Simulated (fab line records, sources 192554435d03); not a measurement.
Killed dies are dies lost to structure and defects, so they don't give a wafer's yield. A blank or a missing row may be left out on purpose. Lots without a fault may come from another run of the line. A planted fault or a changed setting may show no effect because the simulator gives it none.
Chamber matching | flow n5_finfet | N5_BEOL_M0_CUTY_ETCH_63 on rie_diel-06: 4 sister chambers
The step etches SOC in N2/H2, target depth 82.7 nm, overetch 16.5 nm, time 124 s. 14 wafers are shown with their chamber, then 7 later ones without.

WAFERS WITH THEIR CHAMBER
wafer  | chamber | showerhead_plenum_p_Torr (Torr) | drypump_motor_current_A (A) | throttle_valve_pct (%)
L075.1 | 1       | 2.53                            | 5.8                         | 18.27
L075.4 | 0       | 2.66                            | 6.0                         | 17.83
L075.5 | 1       | 2.53                            | 5.7                         | 18.28
L079.1 | 1       | 2.52                            | 5.7                         | 18.30
L079.3 | 2       | 2.42                            | 5.6                         | 17.90
L079.5 | 3       | 2.64                            | 5.7                         | 17.64
L088.1 | 3       | 2.64                            | 5.7                         | 17.66
L088.5 | 2       | 2.41                            | 5.6                         | 17.92
L088.6 | 3       | 2.64                            | 5.7                         | 17.66
L090.1 | 2       | 2.41                            | 5.6                         | 17.93
L090.2 | 0       | 2.64                            | 6.0                         | 17.89
L090.6 | 0       | 2.64                            | 6.0                         | 17.90
L092.1 | 2       | 2.41                            | 5.6                         | 17.91
L092.2 | 3       | 2.63                            | 5.7                         | 17.69

SIGNATURES (means of the wafers above)
reading                  | chamber 0 | chamber 1 | chamber 2 | chamber 3 | scatter within a chamber
showerhead_plenum_p_Torr | 2.6467    | 2.5267    | 2.4125    | 2.6375    | 0.00695
drypump_motor_current_A  | 6.000     | 5.733     | 5.600     | 5.700     | 0.0258
throttle_valve_pct       | 17.8733   | 18.2833   | 17.9150   | 17.6625   | 0.0226
Rule: a wafer's distance from a chamber is the root of the sum, over the readings, of the square of ((its reading less the chamber's mean) divided by the reading's scatter). The wafer belongs to the nearest chamber; if the next one is less than 2 further off, it can't be placed. The scatter: the root of (the sum of the squares of (reading less its chamber's mean) over the shown wafers, divided by (wafers less chambers)).

WAFERS WITHOUT THEIR CHAMBER
wafer  | showerhead_plenum_p_Torr (Torr) | drypump_motor_current_A (A) | throttle_valve_pct (%)
L092.4 | 2.64                            | 6.0                         | 17.91
L095.2 | 2.63                            | 5.8                         | 17.69
L095.4 | 2.40                            | 5.6                         | 17.94
L095.5 | 2.40                            | 5.6                         | 17.94
L094.1 | 2.63                            | 5.7                         | 17.68
L094.3 | 2.40                            | 5.6                         | 17.96
L094.6 | 2.51                            | 5.8                         | 17.84

WHICH CHAMBER EACH WENT THROUGH
wafer  | from the rows above | in truth
L092.4 | 0                   | 0
L095.2 | 3                   | 3
L095.4 | 2                   | 2
L095.5 | 2                   | 2
L094.1 | 3                   | 3
L094.3 | 2                   | 2
L094.6 | 2                   | 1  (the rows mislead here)
Placed correctly: 6 of 7. Can't be placed from these rows: 0. Placed wrongly: 1.
